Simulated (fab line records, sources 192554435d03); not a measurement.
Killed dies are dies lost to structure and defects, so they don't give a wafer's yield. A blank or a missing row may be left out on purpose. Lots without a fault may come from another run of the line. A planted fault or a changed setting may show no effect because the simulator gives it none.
fab line records | flow n5_finfet
record lots=5 wafers=14 last_day=17
route steps=1938 shown BEOL_M14@1718
lots that met no fault: from a run of the same line without faults
start_h: hours from the record's first day to the start of the lot's first wafer shown | wait_h: hours since the lot's step before | " the same as in the row above | L1.1+2: a row that stands for several wafers | - no value, or no start given | * or withheld: withheld | < > ~ a bound
route shown NAME@n: a module of which the file shows steps, and the number in the route of the first | usual: mean/standard deviation of fault-free wafers | same: alike in all rows | chamber/n: place in a boat | sites: the reading at each site | _std_site: their standard deviation | _edge_site: outer sites' mean less inner sites' | radius_mm: how far each site lies from the wafer's centre | mask NAME#n: copy n | behind: the tool/chamber that last shaped the wafer | hold: why the lot was held/for how many hours/how that ended | device: the transistor (n, p or np) that didn't switch | end of line: the same wafers' tests at the end of the route | a step without rows: its recipe alone | killed: dies lost to structure and defects at the first sort, not the wafer's yield | map: a wafer's dies, x killed, . not, _ none there
set.NAME: the setting as run; set.NAME@STEP: as run at that earlier step | model.NAME: the simulator's own value behind a step, which no gauge read
lots at some steps of the route; a table a step, a row a wafer
services: from which hour (start_h, from the record's first day; less than 0 if before it) a tool's chamber was out of use, for how many hours, and why
## steps
# step N5_BEOL_M14_COAT_58
# recipe resist=BARC temp_c=205 time_s=60 spin_rpm=1500 resist_thk_nm=89
# step N5_BEOL_M14_COAT_04
# recipe spin_rpm=1704 resist_thk_nm=800
# step N5_BEOL_M14_EBR_06
# recipe solvent=PGMEA ebr_width_mm=1.5
# step N5_BEOL_M14_SOFTBAKE_05
# recipe temp_c=130 time_s=60
# step N5_BEOL_M14_EXPOSE_07
# recipe mask_id=V13 na=0.8 source_shape=annular sigma_inner=0.5 sigma_outer=0.8 polarization=unpolarized attpsm_phase_deg=180 dose_mj=57
# step N5_BEOL_M14_PEB_08
# recipe peb_temp_c=130 peb_time_s=90
# step N5_BEOL_M14_DEVELOP_09
# recipe develop_time_s=45 rinse_liquid=diw dry=air_spin dev_temp_c=21
# step N5_BEOL_M14_HARDBAKE_14
# recipe temp_c=130 time_s=120
# step N5_BEOL_M14_CD_MEAS_10
# recipe target_cd_nm=250 landing_energy_ev=500 detector=se_inlens polarity=opening
# usual cd_nm=250.3/1.2
# columns lot.wafer tool chamber start_h wait_h cd_nm
L886.3 cd_sem-03 0 260.13 - 251.2
L886.5 " 0 " " 249.6
L886.6 " 0 " " 249.5
L894.2 cd_sem-01 0 299.12 - 249.6
L894.4 " 0 " " 249.5
L904.3 cd_sem-03 0 360.95 - 249.8
L904.5 " 0 " " 251.4
L904.6 " 0 " " 250.4
L907.1 cd_sem-03 0 372.44 - 250.7
L907.3 " 0 " " 249.8
L907.5 " 0 " " 249.3
L908.1 cd_sem-01 0 386.13 - 250.3
L908.2 " 0 " " 250.2
L908.6 " 0 " " 251.7
# step N5_BEOL_M14_OVL_MEAS_11
# recipe points_per_wafer=44
# usual V13_OVL=0/4.5
# columns lot.wafer tool chamber start_h wait_h V13_OVL[nm]
L886.3 overlay-01 0 260.16 0.0 -8
L886.5 " 0 " " 0
L886.6 " 0 " " -8
L894.2 overlay-02 0 299.15 0.0 -4
L894.4 " 0 " " 2
L904.3 overlay-02 0 360.98 0.0 -4
L904.5 " 0 " " -9
L904.6 " 0 " " -4
L907.1 overlay-02 0 372.47 0.0 -7
L907.3 " 0 " " -8
L907.5 " 0 " " -8
L908.1 overlay-02 0 386.16 0.0 -2
L908.2 " 0 " " 3
L908.6 " 0 " " 2
# step N5_BEOL_M14_INSPECT_12
# recipe mode=adi inspect_instrument=macro
# usual raw_defect_count=2.1/1.5
# columns lot.wafer tool chamber start_h wait_h raw_defect_count
L886.3 defect_inspect-01 - 260.18 0.0 4
L886.5 " - " " 1
L886.6 " - " " 4
L894.2 defect_inspect-02 - 299.18 0.0 1
L894.4 " - " " 1
L904.3 defect_inspect-02 - 361.01 0.0 2
L904.5 " - " " 5
L904.6 " - " " 3
L907.1 defect_inspect-02 - 372.49 0.0 1
L907.3 " - " " 1
L907.5 " - " " 2
L908.1 defect_inspect-02 - 386.18 0.0 4
L908.2 " - " " 3
L908.6 " - " " 3
# step N5_BEOL_M14_DESCUM_15
# recipe chemistry=O2 time_s=7.9 source_power_w=50 bias_power_w=20 pressure_mtorr=20 rf_frequency_hz=2.712e+07 temp_c=40 o2_flow_sccm=225
# usual drypump_motor_current_A=5.6/0.53 oes_product_au=0.81/0.084 rf_vpp_V=243.1/1.2 showerhead_plenum_p_Torr=2.09/0.065 throttle_valve_pct=20.40/0.23
# same time_s=7.9
# columns lot.wafer tool chamber start_h wait_h drypump_motor_current_A oes_product_au rf_hours_counter_h rf_vpp_V showerhead_plenum_p_Torr throttle_valve_pct
L886.3 rie_diel-01 0 260.54 0.4 5.3 0.90 39 244.1 2.14 20.68
L886.5 " 3 " " 5.8 0.85 - 244.3 2.13 20.40
L886.6 " 2 " " 5.5 0.70 - 242.6 2.07 20.32
L894.2 rie_diel-01 0 299.38 0.2 5.4 0.87 52 244.1 2.13 20.70
L894.4 " 2 " " 5.5 0.69 220 242.7 2.07 20.32
L904.3 rie_diel-06 0 361.04 0.0 5.5 0.71 213 243.1 2.15 20.67
L904.5 " 2 " " 5.4 0.83 - 242.6 2.03 20.34
L904.6 " 3 " " 6.8 0.70 - 246.0 2.16 20.69
L907.1 rie_diel-04 2 372.53 0.0 6.5 0.83 80 244.1 2.20 20.41
L907.3 " 0 " " 5.6 0.85 55 242.6 2.05 20.61
L907.5 " 0 " " 5.6 0.85 - 243.4 2.05 20.62
L908.1 rie_diel-06 3 386.34 0.2 6.8 0.69 249 242.8 2.15 20.70
L908.2 " 0 " " 5.5 0.69 221 243.8 2.15 20.68
L908.6 " 0 " " 5.5 0.70 - 244.5 2.15 20.68
# step N5_BEOL_M14_ETCH_59
# recipe chemistry=N2/H2 target=BARC target_depth_a=890 overetch_a=267 time_s=67.9 ion_energy_ev=200 pressure_mtorr=30 source_w=840 bias_w=150 n2_flow_sccm=200 h2_flow_sccm=200
# usual drypump_motor_current_A=5.6/0.53 oes_product_au=0.69/0.069 rf_vpp_V=523.8/2.3 showerhead_plenum_p_Torr=2.54/0.077 throttle_valve_pct=17.85/0.19
# same time_s=67.9
# columns lot.wafer tool chamber start_h wait_h drypump_motor_current_A oes_product_au rf_hours_counter_h rf_vpp_V showerhead_plenum_p_Torr throttle_valve_pct model.coat_of_BEOL_M14_COAT_04.thk_nm model.etch.depth_nm
L886.3 rie_diel-01 0 260.57 0.0 5.3 0.75 39 525.5 2.60 18.09 722.2 89.21
L886.5 " 3 " " 5.8 0.73 - 524.8 2.59 17.78 723.8 88.84
L886.6 " 2 " " 5.5 0.60 - 522.8 2.52 17.82 722.6 89.06
L894.2 rie_diel-01 0 299.42 0.0 5.4 0.67 52 525.8 2.60 18.10 745.6 75.48
L894.4 " 2 " " 5.5 0.60 220 524.0 2.51 17.84 722.4 89.22
L904.3 rie_diel-06 0 361.07 0.0 5.5 0.61 213 526.1 2.62 18.13 718.2 88.58
L904.5 " 2 " " 5.4 0.70 - 520.2 2.47 17.76 720 88.85
L904.6 " 3 " " 6.8 0.59 - 525.8 2.61 18.00 720.2 88.87
L907.1 rie_diel-04 2 372.57 0.0 6.5 0.71 80 528.7 2.69 17.97 716.8 89.41
L907.3 " 0 " " 5.6 0.72 55 522.0 2.48 18.00 716.4 89.46
L907.5 " 0 " " 5.6 0.73 - 520.9 2.48 18.00 718.6 89.58
L908.1 rie_diel-06 3 386.38 0.0 6.8 0.60 249 526.2 2.61 18.01 719.4 89.06
L908.2 " 0 " " 5.5 0.60 221 525.6 2.62 18.13 722.6 88.83
L908.6 " 0 " " 5.5 0.59 - 526.7 2.62 18.13 722 88.78
# step N5_BEOL_M14_VIA_ETCH_16
# recipe chemistry=C4F8/O2/Ar target=SiO2 he_inner_torr=15 he_outer_torr=30 target_depth_a=12313 time_s=withheld ion_energy_ev=800 pressure_mtorr=20 source_w=1905 bias_w=2040 Ar_flow_sccm=400 C4F8_flow_sccm=16 O2_flow_sccm=12 ends=cleared
# usual drypump_motor_current_A=5.6/0.53 oes_product_au=0.73/0.076 rf_vpp_V=2207/14 showerhead_plenum_p_Torr=3.43/0.092 throttle_valve_pct=30.85/0.22
# columns lot.wafer tool chamber start_h wait_h drypump_motor_current_A oes_product_au rf_vpp_V showerhead_plenum_p_Torr throttle_valve_pct model.coat_of_BEOL_M14_COAT_04.thk_nm
L886.3 rie_diel-01 0 260.62 0.0 5.3 0.79 2217 3.50 31.23 462
L886.5 " 3 " " 5.8 0.77 2196 3.47 30.70 457.6
L886.6 " 2 " " 5.5 0.64 2221 3.42 30.80 463.4
L894.2 rie_diel-01 0 299.47 0.0 5.4 0.78 2215 3.50 31.25 489.8
L894.4 " 2 " " 5.5 0.62 2220 3.41 30.80 459
L904.3 rie_diel-06 0 361.13 0.0 5.5 0.63 2226 3.53 31.00 460.2
L904.5 " 2 " " 5.4 0.75 2197 3.36 30.89 457
L904.6 " 3 " " 6.8 0.63 2209 3.51 30.92 453.4
L907.1 rie_diel-04 2 372.62 0.0 6.5 0.75 2225 3.62 30.98 454.6
L907.3 " 0 " " 5.6 0.78 2204 3.37 31.20 448.4
L907.5 " 0 " " 5.6 0.77 2204 3.37 31.21 445.8
L908.1 rie_diel-06 3 386.43 0.0 6.8 0.62 2208 3.51 30.93 453.2
L908.2 " 0 " " 5.5 0.63 2227 3.52 31.00 458
L908.6 " 0 " " 5.5 0.62 2226 3.52 30.99 452
# step N5_BEOL_M14_STRIP_63
# recipe chemistry=O2 power_w=600 temp_c=60 pressure_mtorr=30 rf_frequency_hz=6e+07 bias_power_w=0 overash_fraction=0.3 o2_flow_sccm=225
# usual drypump_motor_current_A=5.6/0.53 oes_product_au=0.81/0.085 rf_vpp_V=3.7/0.81 showerhead_plenum_p_Torr=2.09/0.065 throttle_valve_pct=16.64/0.22
# columns lot.wafer tool chamber start_h wait_h drypump_motor_current_A oes_product_au rf_hours_counter_h rf_vpp_V showerhead_plenum_p_Torr throttle_valve_pct
L886.3 rie_diel-01 0 - - 5.3 0.89 39 4.5 2.14 16.81
L886.5 " 3 " " 5.8 0.86 - 3.0 2.14 16.63
L886.6 " 2 " " 5.5 0.70 - 4.2 2.07 16.64
L894.2 rie_diel-01 0 - - 5.3 0.88 52 4.2 2.14 16.88
L894.4 " 2 " " 5.5 0.71 220 4.5 2.07 16.61
L904.3 rie_diel-06 0 - - 5.5 0.71 213 3.6 2.16 16.93
L904.5 " 2 " " 5.4 0.82 - 3.6 2.03 16.59
L904.6 " 3 " " 6.8 0.70 - 3.5 2.16 16.92
L907.1 rie_diel-04 2 - - 6.5 0.83 80 1.8 2.21 16.64
L907.3 " 0 " " 5.6 0.86 55 4.1 2.05 16.80
L907.5 " 0 " " 5.6 0.86 - 2.8 2.05 16.78
L908.1 rie_diel-06 3 - - 6.8 0.69 249 4.2 2.16 16.97
L908.2 " 0 " " 5.5 0.69 221 3.8 2.15 16.96
L908.6 " 0 " " 5.5 0.68 - 4.7 2.15 16.98
## services
# columns tool chamber start_h hours kind
rie_diel-06 1 242.35 55.8 repair
rie_diel-04 0 265.68 8.2 repair
rie_diel-06 2 272.24 7.4 repair
rie_diel-04 1 282.28 - clean
rie_diel-04 1 282.28 - consumable_replace:focus_ring
rie_diel-04 1 282.28 15.7 scheduled_down
rie_diel-04 1 282.28 15.7 vent_cycle
rie_diel-06 1 298.26 - clean
rie_diel-06 1 298.26 - consumable_replace:focus_ring
rie_diel-06 1 298.26 15.7 scheduled_down
rie_diel-06 1 298.26 15.7 vent_cycle
rie_diel-04 2 302.97 9.8 repair
rie_diel-04 3 333.62 - clean
rie_diel-04 3 333.62 - consumable_replace:focus_ring
rie_diel-04 3 333.62 - consumable_replace:showerhead
rie_diel-04 3 333.62 16.5 scheduled_down
rie_diel-04 3 333.62 16.5 vent_cycle
rie_diel-04 3 365.39 33.5 repair
rie_diel-01 3 375.61 9.6 repair
rie_diel-01 2 385.28 - clean
rie_diel-01 2 385.28 - consumable_replace:focus_ring
rie_diel-01 2 385.28 18.3 scheduled_down
rie_diel-01 2 385.28 18.3 vent_cycle
## key
first_sign none at tools or gauges
model_effect step=N5_BEOL_M14_ETCH_59 value=coat_of_BEOL_M14_COAT_04.thk_nm without=721.8 struck=745.6
model_effect step=N5_BEOL_M14_VIA_ETCH_16 value=coat_of_BEOL_M14_COAT_04.thk_nm without=466 struck=489.8
met_at N5_BEOL_M14_ETCH_59
struck_wafers L894.2
onset_between 260.57 299.42
fault kind=process_parameter_drift tool=rie_diel-01 chamber=- onset_h=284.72 steps=N5_BEOL_M14_ETCH_59 channel=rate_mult offset=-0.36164 shape=step end_h=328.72 scope=struck_wafers_only
